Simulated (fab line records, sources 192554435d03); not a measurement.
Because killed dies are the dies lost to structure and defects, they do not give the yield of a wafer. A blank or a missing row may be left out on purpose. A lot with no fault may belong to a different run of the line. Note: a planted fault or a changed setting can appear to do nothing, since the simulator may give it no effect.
Chamber matching -- flow n5Finfet -- 3 sister chambers for N5_BEOL_M11_PECVD_70 on pecvd-01
The step deposits SiO2 from TEOS/O2, target thk 20 nm, time 22.7 s. 16 wafers are shown with their chamber, then 8 later ones without.

EACH WAFER AND ITS CHAMBER
wafer,chamber,throttleValvePct (%),showerheadVppV (V),showerheadPlenumPTorr (Torr)
L074.1,0,24.4,1357,8.76
L074.2,1,23.5,1245,8.75
L074.6,1,23.4,1246,8.73
L075.1,1,23.6,1255,8.76
L075.4,0,24.4,1374,8.74
L075.5,0,24.7,1370,8.74
L079.2,0,24.8,1341,8.75
L079.4,2,21.8,1417,8.80
L079.5,1,23.3,1246,8.73
L087.1,2,21.8,1429,8.79
L087.3,0,25.1,1376,8.76
L087.5,2,21.8,1418,8.79
L086.1,0,24.9,1385,8.76
L086.2,2,21.8,1426,8.78
L086.3,2,21.8,1451,8.80
L090.3,1,23.4,1257,8.74

SIGNATURES (means of the wafers above)
reading,chamber 0,chamber 1,chamber 2,scatter within a chamber
throttleValvePct,24.717,23.440,21.800,0.184
showerheadVppV,1367.17,1249.80,1428.20,12.8
showerheadPlenumPTorr,8.7517,8.7420,8.7920,0.0105
Rule: distance of a wafer from a chamber = root of the sum over the readings of ((wafer's reading minus chamber's mean) / reading's scatter) squared. The wafer belongs to the nearest chamber; if the next one is less than 2 further off, it can't be placed. The scatter: the root of (the sum of the squares of (reading less its chamber's mean) over the shown wafers, divided by (wafers less chambers)).

WAFERS WHOSE CHAMBER IS MISSING
wafer,throttleValvePct (%),showerheadVppV (V),showerheadPlenumPTorr (Torr)
L090.5,23.7,1237,8.75
L090.6,22.0,1416,8.83
L092.2,23.7,1237,8.75
L092.3,25.1,1371,8.76
L092.5,25.2,1360,8.76
L096.3,25.7,1372,8.75
L096.4,22.2,1428,8.80
L096.5,25.8,1364,8.77

WHICH CHAMBER EACH WENT THROUGH
wafer,from the rows above,in truth
L090.5,1,1
L090.6,2,2
L092.2,1,1
L092.3,0,0
L092.5,0,0
L096.3,0,0
L096.4,2,2
L096.5,0,0
Correctly placed: 8 of 8. Left unplaced by these rows: 0. Placed wrongly: 0.
